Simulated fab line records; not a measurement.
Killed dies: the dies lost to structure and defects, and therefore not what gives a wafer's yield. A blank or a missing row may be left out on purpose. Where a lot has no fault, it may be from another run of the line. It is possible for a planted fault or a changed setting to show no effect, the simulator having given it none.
Chamber matching | flow n5 finfet | N5_ILD0_LINER_00 on ald sin-01: 4 sister chambers
The step material SiNx, target thk 4 nm, pulse time 1 s, purge time 2 s. 4 wafers are shown with their chamber, then 8 later ones without.

WAFERS, EACH WITH ITS CHAMBER
wafer  | chamber | heater power w (W)
L086.1 | 2       | 1101
L087.2 | 1       | 928
L087.3 | 3       | 854
L089.1 | 0       | 766

WAFERS WHOSE CHAMBER IS MISSING
wafer  | heater power w (W)
L089.2 | 951
L089.5 | 1072
L092.1 | 933
L092.2 | 1104
L092.3 | 831
L096.2 | 816
L096.3 | 902
L096.6 | 725

EACH ONE'S CHAMBER
wafer  | from the rows above     | in truth
L089.2 | 1                       | 1
L089.5 | 2                       | 2
L092.1 | 1                       | 1
L092.2 | 2                       | 2
L092.3 | can't be placed: 3 or 0 | 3
L096.2 | can't be placed: 3 or 0 | 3
L096.3 | can't be placed: 1 or 3 | 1
L096.6 | 0                       | 0
Placed correctly: 5 of 8. Not placeable from these rows: 3 (in 3, the candidates include the true chamber). Number placed wrongly: 0.
How it was worked out, from the rows above alone: a wafer's distance from a chamber is the root of the sum, over the readings, of the square of ((its reading less the chamber's mean) divided by the reading's scatter). If the next closest chamber is less than 2 further off than the closest, the wafer can't be placed; otherwise it belongs to the closest. For every chamber, the mean is computed from those of its wafers that are shown. The scatter: root of mean squared gap, hidden wafer to nearest shown wafer, with one shown wafer a chamber.
